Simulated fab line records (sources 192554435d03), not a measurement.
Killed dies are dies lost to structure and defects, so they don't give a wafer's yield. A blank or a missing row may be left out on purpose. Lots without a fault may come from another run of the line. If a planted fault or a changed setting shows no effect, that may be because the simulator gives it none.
Split-lot trial + flow n5-finfet + on a route of 1938 steps: 7 lots, 21 wafers read

## THE SPLIT ITSELF
At N5_BEOL_M0_SAQP_COAT_34 (resist thk 30 nm), the setting spin-rpm was moved away from the recipe's 1500 rpm on 9 of the 21 wafers read, by -6.3% to +7.5%. This setting was run at the recipe's value on the other wafers.

The reading comes from the split's own step.

## THE READING
CAR-EUV_of_BEOL_M0_SAQP_COAT_34.thk-nm (the simulator's own value, which no gauge read), in nm, at N5_BEOL_M0_SAQP_COAT_34 (resist thk 30 nm). The file gives no usual value for it. Here, 12 wafers ran the recipe; their average is 30.0 nm with a standard deviation of 0.055 nm.

| wafer  | tool, chamber at the split | spin-rpm as run, rpm | against the recipe | CAR-EUV_of_BEOL_M0_SAQP_COAT_34.thk-nm, nm | against lot-mates on the recipe |
|--------|----------------------------|----------------------|--------------------|--------------------------------------------|---------------------------------|
| L074.1 | litho-track-04, 0          | 1500                 | recipe             | 30                                         | -                               |
| L074.3 | litho-track-04, 0          | 1500                 | recipe             | 30                                         | -                               |
| L074.5 | litho-track-04, 0          | 1500                 | recipe             | 30                                         | -                               |
| L077.1 | litho-track-01, 0          | 1544                 | +2.9%              | 29.8                                       | -0.2                            |
| L077.6 | litho-track-01, 0          | 1544                 | +2.9%              | 29.8                                       | -0.2                            |
| L077.3 | litho-track-01, 0          | 1500                 | recipe             | 30                                         | -                               |
| L079.1 | litho-track-01, 0          | 1500                 | recipe             | 30                                         | -                               |
| L079.6 | litho-track-01, 0          | 1500                 | recipe             | 30                                         | -                               |
| L079.3 | litho-track-01, 0          | 1500                 | recipe             | 30.2                                       | -                               |
| L083.1 | litho-track-03, 0          | 1607                 | +7.1%              | 29                                         | -1.0                            |
| L083.6 | litho-track-03, 0          | 1607                 | +7.1%              | 29                                         | -1.0                            |
| L083.5 | litho-track-03, 0          | 1500                 | recipe             | 30                                         | -                               |
| L086.1 | litho-track-03, 0          | 1406                 | -6.3%              | 31                                         | +1.0                            |
| L086.2 | litho-track-03, 0          | 1406                 | -6.3%              | 31                                         | +1.0                            |
| L086.3 | litho-track-03, 0          | 1500                 | recipe             | 30                                         | -                               |
| L087.1 | litho-track-03, 0          | 1500                 | recipe             | 30                                         | -                               |
| L087.5 | litho-track-03, 0          | 1500                 | recipe             | 30                                         | -                               |
| L087.6 | litho-track-03, 0          | 1613                 | +7.5%              | 29                                         | -1.0                            |
| L095.1 | litho-track-01, 0          | 1500                 | recipe             | 30                                         | -                               |
| L095.3 | litho-track-01, 0          | 1593                 | +6.2%              | 29.2                                       | -0.8                            |
| L095.4 | litho-track-01, 0          | 1593                 | +6.2%              | 29.2                                       | -0.8                            |

THE FIT
A straight line over all 21 wafers: CAR-EUV_of_BEOL_M0_SAQP_COAT_34.thk-nm changes by -0.142 nm for each +1% of spin-rpm; r = -0.99; the points scatter about the line by 0.079 nm.
The same after taking each lot's own level away (the mean of its wafers on the recipe; 21 wafers): -0.141 nm for each +1%; r = -0.99; scatter 0.08 nm.
Per that fit: largest spin-rpm move, reading shift of 1.1 nm.
The span of the lots' own levels, 30.00 to 30.07 nm, comes to 1.2 times the standard deviation stated above.
So the lot-to-lot level changes the slope little: the two slopes agree.
Check: with one of the wafers moved furthest among these (+7.5%) left out of the fit, the line predicts -1.02 nm for it against its lot-mates. It came out at -1 nm against them.

## THE OTHER SPLITS THESE WAFERS WENT THROUGH
Note: prior to the reading, these wafers also went through further splits. Each is held against what the fit with the lots' levels taken away leaves over:
| other split on the same wafers        | wafers away from the commonest value | r with CAR-EUV_of_BEOL_M0_SAQP_COAT_34.thk-nm (lot level and that fit taken away) |
|---------------------------------------|--------------------------------------|-----------------------------------------------------------------------------------|
| N5_SD_ACTIVATION_LSA_01 temp-c        | 11                                   | +0.09                                                                             |
| N5_HKMG_FIN_DESCUM_53 time-s          | 7                                    | +0.04                                                                             |
| N5_HKMG_FIN_ETCH_54 source-w          | 5                                    | +0.20                                                                             |
| N5_GATE_CUT_ETCH_58 bias-w            | 7                                    | -0.25                                                                             |
| N5_MOL_CONTACT_COAG_EXPOSE_37 dose-mj | 5                                    | -0.29                                                                             |
| N5_BEOL_M0_SAQP_ETCH_107 source-w     | 4                                    | +0.00                                                                             |

## FILE'S OWN FIT
CAR-EUV_of_BEOL_M0_SAQP_COAT_34.thk-nm changes by -0.137 nm for each +1% of spin-rpm, r = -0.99.
